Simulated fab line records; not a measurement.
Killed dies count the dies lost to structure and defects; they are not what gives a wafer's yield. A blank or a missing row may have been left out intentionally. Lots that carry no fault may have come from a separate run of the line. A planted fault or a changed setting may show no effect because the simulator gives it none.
Which tool did it? | flow n5Finfet | 30 wafers from 10 lots sampled at 5 of the route's 1938 steps

## WHAT THE GAUGES READ, wafer by wafer
N5_BEOL_M0_SAQP_CD_MEAS_40: target cd 30 nm. Usual: cdNm at 30.03 nm, with a standard deviation of 0.27.
lot  | measured     | on       | cdNm (nm)         | flag
L771 | day 5 20:53  | cdSem-03 | 30.08 30.15 30.06 | 
L775 | day 6 18:19  | cdSem-01 | 29.92 29.84 30.13 | 
L779 | day 7 11:15  | cdSem-03 | 29.75 30.32 30.48 | 
L780 | day 7 20:55  | cdSem-03 | 30.07 29.67 29.35 | 
L792 | day 11 00:19 | cdSem-02 | 29.98 30.46 30.02 | 
L791 | day 11 01:17 | cdSem-03 | 30.29 30.14 30.30 | 
L786 | day 11 03:20 | cdSem-03 | 29.88 30.09 30.09 | 
L787 | day 11 03:32 | cdSem-03 | 29.87 29.96 30.58 | 
L784 | day 11 04:04 | cdSem-02 | 30.29 30.20 30.08 | 
L783 | day 11 04:32 | cdSem-03 | 29.95 30.06 30.17 | 

N5_BEOL_M4_RC_MEAS_101. Usual: DIBL_N 36.3 mV/V, standard deviation 1.9; DIBL_P 36.0 mV/V, standard deviation 2.1; IOFF_N 0.16 nA/um, standard deviation 0.031; IOFF_P 0.21 nA/um, standard deviation 0.035; ION_N 675 uA/um, standard deviation 14; ION_P 464 uA/um, standard deviation 8.5; SS_N 71.5 mV/dec, standard deviation 0.6; SS_P 73.3 mV/dec, standard deviation 0.72; VT_N 250 mV, standard deviation 3.2; VT_P -250 mV, standard deviation 3.1.
lot  | measured     | on        | DIBL_N (mV/V)  | DIBL_P (mV/V)  | IOFF_N (nA/um) | IOFF_P (nA/um) | ION_N (uA/um) | ION_P (uA/um) | SS_N (mV/dec)  | SS_P (mV/dec)  | VT_N (mV)   | VT_P (mV)      | flag
L771 | day 7 18:26  | prober-02 | 37.9 38.2 37.5 | 38.3 39.7 38.2 | 0.19 0.21 0.19 | 0.27 0.31 0.27 | 683 705 688   | 472 484 470   | 71.8 71.7 71.7 | 74.1 74.4 74.0 | 247 245 245 | -245 -244 -246 | 
L775 | day 8 18:02  | prober-02 | 36.8 35.1 34.9 | 36.4 34.4 34.6 | 0.15 0.13 0.13 | 0.20 0.18 0.18 | 654 664 668   | 452 455 459   | 72.1 70.7 71.4 | 73.0 72.6 73.1 | 254 253 253 | -254 -253 -253 | 
L779 | day 9 10:14  | prober-01 | 33.6 36.4 35.0 | 31.7 35.0 34.1 | 0.10 0.14 0.12 | 0.16 0.21 0.20 | 667 675 663   | 464 462 462   | 70.8 72.4 70.9 | 71.8 72.9 72.1 | 257 252 255 | -254 -248 -249 | 
L780 | day 9 16:55  | prober-01 | 37.2 33.7 30.6 | 39.2 35.7 31.6 | 0.19 0.13 0.09 | 0.23 0.18 0.13 | 662 667 638   | 451 454 441   | 72.9 70.8 70.6 | 73.5 72.9 72.3 | 250 252 256 | -249 -255 -255 | 
L792 | day 13 00:07 | prober-02 | 38.4 35.6 38.0 | 36.3 34.7 37.4 | 0.17 0.12 0.16 | 0.21 0.19 0.22 | 663 668 676   | 453 464 460   | 72.6 71.1 72.0 | 73.2 73.2 74.0 | 250 252 248 | -250 -251 -246 | 
L791 | day 13 01:41 | prober-01 | 35.2 35.7 37.2 | 36.5 36.8 39.7 | 0.14 0.16 0.19 | 0.17 0.18 0.22 | 678 681 698   | 458 457 471   | 70.4 71.7 72.5 | 72.9 73.2 73.5 | 248 248 246 | -257 -254 -250 | 
L786 | day 13 14:40 | prober-01 | 33.1 37.4 33.9 | 32.6 37.9 34.1 | 0.11 0.17 0.12 | 0.14 0.21 0.15 | 665 680 664   | 450 470 453   | 69.9 71.8 70.9 | 72.3 73.6 72.7 | 255 253 254 | -255 -252 -255 | 
L787 | day 13 07:18 | prober-02 | 39.3 36.0 36.2 | 40.2 35.6 36.0 | 0.22 0.15 0.15 | 0.29 0.19 0.20 | 696 694 686   | 484 475 472   | 72.3 70.8 71.5 | 74.4 73.4 73.3 | 246 249 249 | -245 -251 -252 | 
L784 | day 14 08:04 | prober-02 | 37.1 37.9 36.8 | 36.4 38.7 35.7 | 0.16 0.19 0.15 | 0.20 0.26 0.21 | 672 674 676   | 461 468 469   | 72.1 71.9 71.6 | 73.9 74.0 73.9 | 255 250 251 | -252 -248 -250 | 
L783 | day 14 14:58 | prober-01 | 36.0 35.6 36.2 | 36.1 35.3 35.1 | 0.17 0.16 0.17 | 0.25 0.23 0.22 | 686 681 678   | 473 468 467   | 71.2 71.7 71.7 | 72.8 72.9 73.2 | 246 247 247 | -243 -249 -248 | 

## WHAT TOOL EACH LOT RAN ON (gives the tool, then ch and the chambers of the sampled wafers, and finally the start)
lot  | N5_BEOL_M0_SAQP_SPACER2_ALD_26   | N5_BEOL_M0_SAQP_DESCUM_45         | N5_BEOL_M0_CUTY_COAT_51
L771 | aldSin-04 ch 0,3, day 5 19:38    | rieDiel-05 ch 0,2, day 5 21:17    | lithoTrack-03 ch 0, day 5 23:00
L775 | aldSin-04 ch 0,1,3, day 6 17:06  | rieDiel-01 ch 0,2,3, day 6 18:44  | lithoTrack-03 ch 0, day 6 19:46
L779 | aldSin-04 ch 0,1,2, day 7 10:11  | rieDiel-01 ch 0,1,3, day 7 11:38  | lithoTrack-03 ch 0, day 7 12:58
L780 | aldSin-04 ch 0,1,2, day 7 19:44  | rieDiel-05 ch 1,2,3, day 7 21:02  | lithoTrack-04 ch 0, day 7 21:59
L792 | aldSin-03 ch 0,1,2, day 10 23:16 | rieDiel-01 ch 0,3, day 11 00:50   | lithoTrack-04 ch 0, day 11 02:27
L791 | aldSin-03 ch 1,2, day 11 00:02   | rieDiel-06 ch 2,3, day 11 01:37   | lithoTrack-03 ch 0, day 11 02:40
L786 | aldSin-01 ch 0,1,2, day 11 02:17 | rieDiel-01 ch 1,2,3, day 11 03:28 | lithoTrack-02 ch 0, day 11 04:38
L787 | aldSin-04 ch 0,1,3, day 11 02:29 | rieDiel-05 ch 1,2,3, day 11 03:40 | lithoTrack-03 ch 0, day 11 04:46
L784 | aldSin-04 ch 0,1,2, day 11 03:01 | rieDiel-01 ch 0,2,3, day 11 04:14 | lithoTrack-03 ch 0, day 11 05:11
L783 | aldSin-01 ch 1,2,3, day 11 03:29 | rieDiel-06 ch 2,3, day 11 04:40   | lithoTrack-02 ch 0, day 11 05:59
- N5_BEOL_M0_SAQP_SPACER2_ALD_26: deposits SiO2, target thk 15 nm, pulse time 1 s, purge time 2 s.
- N5_BEOL_M0_SAQP_DESCUM_45: chemistry O2, time 7 s.
- N5_BEOL_M0_CUTY_COAT_51: resist thk 150 nm.

## WHAT THE TOOLS THEMSELVES READ (means of the sampled wafers that have a number; where no wafer has one, the mark that the record gives instead)
N5_BEOL_M0_SAQP_SPACER2_ALD_26. Usual: heaterPowerW 471 W, standard deviation 47; precursorPulseHeightRel 0.996, standard deviation 0.019.
lot  | tool      | heaterPowerW (W) | precursorPulseHeightRel | flag
L771 | aldSin-04 | 460              | 0.998                   | 
L775 | aldSin-04 | 461              | 0.969                   | 
L779 | aldSin-04 | 485              | 1.003                   | 
L780 | aldSin-04 | 471              | 1.011                   | 
L792 | aldSin-03 | 439              | 0.995                   | 
L791 | aldSin-03 | 393              | 0.990                   | 
L786 | aldSin-01 | 486              | 0.999                   | 
L787 | aldSin-04 | 468              | 1.004                   | 
L784 | aldSin-04 | 474              | 0.983                   | 
L783 | aldSin-01 | 478              | 0.979                   | 

N5_BEOL_M0_SAQP_DESCUM_45. Usual: drypumpMotorCurrentA 5.5 A, standard deviation 0.68; oesProductAu 0.75 a.u., standard deviation 0.068; rfVppV 243.3 V, standard deviation 1.3; showerheadPlenumPTorr 2.10 Torr, standard deviation 0.071; tempC 39.98 C, standard deviation 0.11; throttleValvePct 20.53 %, standard deviation 0.25.
lot  | tool       | drypumpMotorCurrentA (A) | oesProductAu (a.u.) | rfVppV (V) | showerheadPlenumPTorr (Torr) | tempC (C) | throttleValvePct (%) | flag
L771 | rieDiel-05 | 6.2                      | 0.71                | 242.7      | 2.04                         | 40.04     | 20.60                | 
L775 | rieDiel-01 | 5.1                      | 0.76                | 242.6      | 2.13                         | 40.02     | 20.74                | 
L779 | rieDiel-01 | 5.0                      | 0.72                | 243.2      | 2.14                         | 39.89     | 20.61                | 
L780 | rieDiel-05 | 5.7                      | 0.80                | 243.4      | 2.12                         | 40.00     | 20.42                | 
L792 | rieDiel-01 | 4.9                      | 0.73                | 243.2      | 2.14                         | 40.13     | 20.81                | 
L791 | rieDiel-06 | 5.8                      | 0.78                | 242.2      | 2.05                         | 39.97     | 20.27                | 
L786 | rieDiel-01 | 5.2                      | 0.70                | 243.0      | 2.10                         | 39.98     | 20.66                | 
L787 | rieDiel-05 | 5.6                      | 0.76                | 244.4      | 2.11                         | 40.02     | 20.47                | 
L784 | rieDiel-01 | 5.1                      | 0.73                | 243.5      | 2.11                         | 39.94     | 20.80                | 
L783 | rieDiel-06 | 6.1                      | 0.82                | 242.0      | 2.05                         | 40.07     | 20.16                | 

N5_BEOL_M0_CUTY_COAT_51. Usual: spinSpeedRpm at 1500.1 rpm, with a standard deviation of 0.93.
lot  | tool          | spinSpeedRpm (rpm) | flag
L771 | lithoTrack-03 | 1500.8             | 
L775 | lithoTrack-03 | 1500.2             | 
L779 | lithoTrack-03 | 1499.5             | 
L780 | lithoTrack-04 | 1500.5             | 
L792 | lithoTrack-04 | 1500.5             | 
L791 | lithoTrack-03 | 1499.9             | 
L786 | lithoTrack-02 | 1499.9             | 
L787 | lithoTrack-03 | 1283.6             | OFF
L784 | lithoTrack-03 | 1282.9             | OFF
L783 | lithoTrack-02 | 1500.3             | 

## THE ANSWER, worked out from the rows above alone
Rule: lot off if the mean of its wafers having a number is beyond 3 standard deviations from the usual mean. A lot without any number at a reading at which 4 lots or more have one is off too. The other lots that the step has rows for count as sound. Order of review: gauges by route order, followed by the tools' own readings, for which a lot's mean as printed above is used. The first step at which some lot is off is used, and at that step the reading that is off furthest; a lot without a number counts as furthest.
Off: L787, L784 (N5_BEOL_M0_CUTY_COAT_51, spinSpeedRpm).
If a tool, at that step or one of the process steps before it, ran each lot that is off and ran no sound lot following the first of them, it fits. Can't be told from this: 2 tools fit, aldSin-04 at N5_BEOL_M0_SAQP_SPACER2_ALD_26, lithoTrack-03 at N5_BEOL_M0_CUTY_COAT_51.

## WHAT WAS PUT IN BY THE SIMULATOR
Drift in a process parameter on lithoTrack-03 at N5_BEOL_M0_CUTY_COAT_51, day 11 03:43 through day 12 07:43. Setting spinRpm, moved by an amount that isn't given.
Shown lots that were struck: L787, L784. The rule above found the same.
